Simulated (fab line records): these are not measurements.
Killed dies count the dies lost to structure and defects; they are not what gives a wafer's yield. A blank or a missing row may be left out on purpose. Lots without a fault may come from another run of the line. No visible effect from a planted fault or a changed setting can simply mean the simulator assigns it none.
The tool behind it: which one? | flow n5_finfet | 11 lots with 31 wafers sampled at 4 steps, on a route of 1938 steps

== WHAT THE GAUGES READ, wafer by wafer ==
N5_BEOL_M10_CD_MEAS_11: the cd target is 64.1 nm.
lot  | measured     | on        | cd_nm (nm)
L975 | day 10 12:20 | cd_sem-02 | 63.5 64.1
L977 | day 10 12:34 | cd_sem-01 | 63.3 63.7 63.7
L976 | day 10 17:17 | cd_sem-03 | 63.2 63.0 63.1
L978 | day 11 05:28 | cd_sem-03 | 63.2 63.1 63.2
L985 | day 12 22:44 | cd_sem-01 | 64.1 64.6 64.2
L983 | day 13 03:31 | cd_sem-02 | 63.2 64.3
L993 | day 14 09:26 | cd_sem-01 | 63.8 63.6 63.9
L991 | day 14 09:53 | cd_sem-03 | 64.0 63.5 63.3
L992 | day 14 10:18 | cd_sem-03 | 63.8 63.8 64.4
L997 | day 15 14:44 | cd_sem-03 | 63.5 64.0 63.3
L998 | day 15 22:52 | cd_sem-03 | 63.7 63.5 63.9

== TOOL THAT RAN EACH LOT (tool first, then ch and the chambers of the sampled wafers, then the start) ==
lot  | N5_BEOL_M9_SURFACE_TREAT_79  | N5_BEOL_M9_ANNEAL_51             | N5_BEOL_M10_COAT_59
L975 | pvd_sputter-02, day 10 09:25 | rtp_anneal-02 ch 0, day 10 09:52 | litho_track-03 ch 0, day 10 12:05
L977 | pvd_sputter-03, day 10 09:31 | rtp_anneal-02 ch 0, day 10 10:08 | litho_track-05 ch 0, day 10 12:11
L976 | pvd_sputter-01, day 10 11:56 | rtp_anneal-02 ch 0, day 10 12:34 | litho_track-03 ch 0, day 10 16:55
L978 | pvd_sputter-02, day 11 01:43 | rtp_anneal-02 ch 0, day 11 02:58 | litho_track-04 ch 0, day 11 05:14
L985 | pvd_sputter-02, day 12 19:47 | rtp_anneal-02 ch 0, day 12 20:21 | litho_track-05 ch 0, day 12 22:22
L983 | pvd_sputter-01, day 12 20:22 | rtp_anneal-01 ch 0, day 12 23:10 | litho_track-05 ch 0, day 13 03:08
L993 | pvd_sputter-02, day 14 05:55 | rtp_anneal-01 ch 0, day 14 06:22 | litho_track-04 ch 0, day 14 09:11
L991 | pvd_sputter-01, day 14 05:58 | rtp_anneal-02 ch 0, day 14 06:35 | litho_track-03 ch 0, day 14 09:31
L992 | pvd_sputter-02, day 14 06:40 | rtp_anneal-02 ch 0, day 14 07:21 | litho_track-04 ch 0, day 14 09:56
L997 | pvd_sputter-02, day 15 11:04 | rtp_anneal-02 ch 0, day 15 11:40 | litho_track-03 ch 0, day 15 14:30
L998 | pvd_sputter-02, day 15 19:05 | rtp_anneal-01 ch 0, day 15 19:38 | litho_track-04 ch 0, day 15 22:29
- N5_BEOL_M9_SURFACE_TREAT_79
- N5_BEOL_M9_ANNEAL_51: time 90 s.
- N5_BEOL_M10_COAT_59: time 60 s, resist thk 100 nm.

== WHAT THE TOOLS THEMSELVES READ (means of the sampled wafers that have a number; where no wafer has one, the mark that the record gives instead) ==
N5_BEOL_M9_ANNEAL_51.
lot  | tool          | wafer_temp_C_max
L975 | rtp_anneal-02 | 226.3
L977 | rtp_anneal-02 | 225.9
L976 | rtp_anneal-02 | 225.9
L978 | rtp_anneal-02 | 226.0
L985 | rtp_anneal-02 | 226.1
L983 | rtp_anneal-01 | 226.3
L993 | rtp_anneal-01 | 226.1
L991 | rtp_anneal-02 | 226.1
L992 | rtp_anneal-02 | 226.0
L997 | rtp_anneal-02 | 226.1
L998 | rtp_anneal-01 | 226.4

N5_BEOL_M10_COAT_59.
lot  | tool           | chill_plate_temp_C (C) | heater_power_total_W (W) | plate_temp_C (C)
L975 | litho_track-03 | 23.06                  | 501.2                    | 250.09
L977 | litho_track-05 | 23.08                  | 501.2                    | 250.23
L976 | litho_track-03 | 23.03                  | 498.5                    | 250.03
L978 | litho_track-04 | 23.09                  | 501.2                    | 250.02
L985 | litho_track-05 | 22.99                  | 473.8                    | 239.22
L983 | litho_track-05 | 23.05                  | 475.5                    | 239.17
L993 | litho_track-04 | 23.00                  | 500.7                    | 250.19
L991 | litho_track-03 | 22.96                  | 499.0                    | 250.17
L992 | litho_track-04 | 23.09                  | 499.5                    | 250.17
L997 | litho_track-03 | 23.00                  | 501.3                    | 249.70
L998 | litho_track-04 | 22.90                  | 501.5                    | 249.85

== THE ANSWER, worked out from the rows above alone ==
Rule: the usual values come from the lots themselves. The widest of any qualifying gaps counts: lots, ordered by their means at a reading, are off when they make up no more than a third of the lots, leave a main group of 4 or more, and stand apart from it by 3 or more times the standard deviation of that group's means. A main group whose means are all the same, to the digits that the tables above print for the reading, isn't used. A lot without any number at a reading at which 4 lots or more have one is off too. All remaining lots with rows at the step are treated as sound. After the gauges, taken in route order, come the tools' own readings; for these a lot's mean is taken, as printed above. The first step at which some lot is off is used, and at that step the reading that is off furthest; a lot without a number counts as furthest.
Off: L985, L983 (N5_BEOL_M10_COAT_59, plate_temp_C). The main group has a mean of 250.05 C with a standard deviation of 0.17.
A tool fits if, at that step or a process step before it, it ran every lot that is off, and no sound lot after the first of them. One candidate fits, namely litho_track-05 at N5_BEOL_M10_COAT_59. Its last sound lot is L977 (day 10 12:11), its first lot that is off L985 (day 12 22:22): a fault that began between those two fits.
The tool's own readings at N5_BEOL_M10_COAT_59 bear it out: on the lots that are off they differ by more than 5 times the standard deviation of the sound lots' means. heater_power_total_W reads 474.6 W there against 500.5 W on the sound lots; plate_temp_C reads 239.19 C there against 250.05 C on the sound lots.

== WHAT THE SIMULATOR PUT IN ==
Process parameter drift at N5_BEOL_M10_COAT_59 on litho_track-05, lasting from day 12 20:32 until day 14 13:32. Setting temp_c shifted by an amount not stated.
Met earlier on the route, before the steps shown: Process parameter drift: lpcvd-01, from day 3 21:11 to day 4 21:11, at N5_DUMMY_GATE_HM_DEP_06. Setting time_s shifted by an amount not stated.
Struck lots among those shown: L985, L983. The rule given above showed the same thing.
